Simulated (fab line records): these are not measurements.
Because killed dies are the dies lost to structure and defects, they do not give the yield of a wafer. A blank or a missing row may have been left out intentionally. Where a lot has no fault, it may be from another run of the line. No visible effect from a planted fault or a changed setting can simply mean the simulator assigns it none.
Matching of chambers + flow nand-harc + rie-diel-12 running NHARC_A_STAIRCASE_DESCUM_186: 4 sister chambers
The step chemistry O2, time 3 s. 20 wafers are shown with their chamber, then 10 later ones without.

WAFERS, EACH WITH ITS CHAMBER
| wafer  | chamber | showerhead-plenum-p-Torr (Torr) | drypump-motor-current-A (A) | oes-product-au (a.u.) |
|--------|---------|---------------------------------|-----------------------------|-----------------------|
| L074.2 | 1       | 2.05                            | 5.9                         | 0.998                 |
| L074.3 | 3       | 2.00                            | 5.5                         | 1.007                 |
| L074.5 | 1       | 2.05                            | 5.9                         | 1.001                 |
| L077.2 | 1       | 2.05                            | 5.9                         | 1.008                 |
| L077.3 | 3       | 2.00                            | 5.5                         | 1.010                 |
| L077.4 | 0       | 2.07                            | 5.8                         | 0.996                 |
| L078.1 | 1       | 2.05                            | 5.9                         | 0.998                 |
| L078.2 | 3       | 2.00                            | 5.5                         | 0.998                 |
| L078.3 | 0       | 2.07                            | 5.7                         | 0.989                 |
| L081.2 | 0       | 2.07                            | 5.8                         | 1.005                 |
| L081.3 | 3       | 2.00                            | 5.4                         | 0.994                 |
| L081.5 | 0       | 2.07                            | 5.8                         | 0.996                 |
| L083.2 | 1       | 2.05                            | 5.9                         | 1.007                 |
| L083.3 | 0       | 2.07                            | 5.8                         | 0.992                 |
| L083.4 | 3       | 2.00                            | 5.5                         | 0.993                 |
| L088.4 | 0       | 2.06                            | 5.8                         | 0.983                 |
| L088.5 | 0       | 2.06                            | 5.8                         | 0.988                 |
| L088.6 | 1       | 2.05                            | 5.9                         | 0.999                 |
| L087.2 | 2       | 1.93                            | 5.8                         | 1.007                 |
| L087.3 | 1       | 2.05                            | 5.9                         | 1.007                 |

SIGNATURES (averages over the wafers above)
| reading                  | chamber 0 | chamber 1 | chamber 2 | chamber 3 | scatter within a chamber |
|--------------------------|-----------|-----------|-----------|-----------|--------------------------|
| showerhead-plenum-p-Torr | 2.0671    | 2.0500    | 1.9300    | 2.0000    | 0.00299                  |
| drypump-motor-current-A  | 5.786     | 5.900     | 5.800     | 5.480     | 0.0322                   |
| oes-product-au           | 0.99271   | 1.00257   | 1.00700   | 1.00040   | 0.00645                  |
Rule: for each reading, subtract the chamber's mean from the wafer's reading, divide by that reading's scatter and square the result; add these up over the readings and take the root, which gives the wafer's distance from the chamber. If the next closest chamber is less than 2 further off than the closest, the wafer can't be placed; otherwise it belongs to the closest. The scatter: the root of (the sum of the squares of (reading less its chamber's mean) over the shown wafers, divided by (wafers less chambers)).

WAFERS MISSING THEIR CHAMBER
| wafer  | showerhead-plenum-p-Torr (Torr) | drypump-motor-current-A (A) | oes-product-au (a.u.) |
|--------|---------------------------------|-----------------------------|-----------------------|
| L087.5 | 2.06                            | 5.8                         | 0.995                 |
| L090.1 | 1.99                            | 5.5                         | 0.998                 |
| L090.5 | 2.06                            | 5.8                         | 0.993                 |
| L090.6 | 2.04                            | 5.9                         | 0.994                 |
| L094.2 | 2.04                            | 5.9                         | 1.003                 |
| L094.3 | 1.99                            | 5.5                         | 0.993                 |
| L094.6 | 1.99                            | 5.5                         | 1.002                 |
| L093.3 | 1.99                            | 5.5                         | 1.002                 |
| L093.5 | 1.99                            | 5.5                         | 1.002                 |
| L093.6 | 2.04                            | 5.9                         | 1.001                 |

WHICH CHAMBER EACH ONE RAN IN
| wafer  | from the rows above | in truth |
|--------|---------------------|----------|
| L087.5 | 0                   | 0        |
| L090.1 | 3                   | 3        |
| L090.5 | 0                   | 0        |
| L090.6 | 1                   | 1        |
| L094.2 | 1                   | 1        |
| L094.3 | 3                   | 3        |
| L094.6 | 3                   | 3        |
| L093.3 | 3                   | 3        |
| L093.5 | 3                   | 3        |
| L093.6 | 1                   | 1        |
Correctly placed: 10 of 10. From these rows, 0 cannot be placed. 0 placed wrongly.
